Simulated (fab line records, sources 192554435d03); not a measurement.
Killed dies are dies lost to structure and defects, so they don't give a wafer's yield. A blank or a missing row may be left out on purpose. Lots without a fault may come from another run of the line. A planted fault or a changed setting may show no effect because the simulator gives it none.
Chamber matching | flow n5_finfet | N5_BEOL_M0_SAQP_SPACER1_ALD_98 on ald_sin-02: 3 sister chambers
The step deposits SiO2, target thk 12.8 nm, pulse time 1 s, purge time 2 s. 6 wafers are shown with their chamber, then 6 later ones without.

WAFERS WITH THEIR CHAMBER
wafer  | chamber | heater_power_w (W) | susceptor_temp_C (C)
L077.2 | 0       | 435                | 300.15
L087.2 | 0       | 436                | 299.90
L089.2 | 3       | 425                | 300.09
L089.6 | 2       | 487                | 299.68
L094.1 | 2       | 486                | 299.84
L094.3 | 3       | 420                | 299.95

WAFERS WITHOUT THEIR CHAMBER
wafer  | heater_power_w (W) | susceptor_temp_C (C)
L094.6 | 446                | 300.23
L096.1 | 429                | 299.98
L096.4 | 443                | 299.98
L096.5 | 422                | 300.02
L097.1 | 431                | 300.12
L097.6 | 484                | 300.29

WHICH CHAMBER EACH WENT THROUGH
wafer  | from the rows above     | in truth
L094.6 | 0                       | 0
L096.1 | can't be placed: 3 or 0 | 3
L096.4 | 0                       | 0
L096.5 | 3                       | 3
L097.1 | can't be placed: 0 or 3 | 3
L097.6 | 2                       | 2
Placed correctly: 4 of 6. Can't be placed from these rows: 2 (the true chamber is among the candidates in 2). Placed wrongly: 0.
How it was worked out, from the rows above alone: a wafer's distance from a chamber is the root of the sum, over the readings, of the square of ((its reading less the chamber's mean) divided by the reading's scatter). The wafer belongs to the nearest chamber; if the next one is less than 2 further off, it can't be placed. A chamber's mean is the mean of its shown wafers. The scatter: the root of (the sum of the squares of (reading less its chamber's mean) over the shown wafers, divided by (wafers less chambers)).
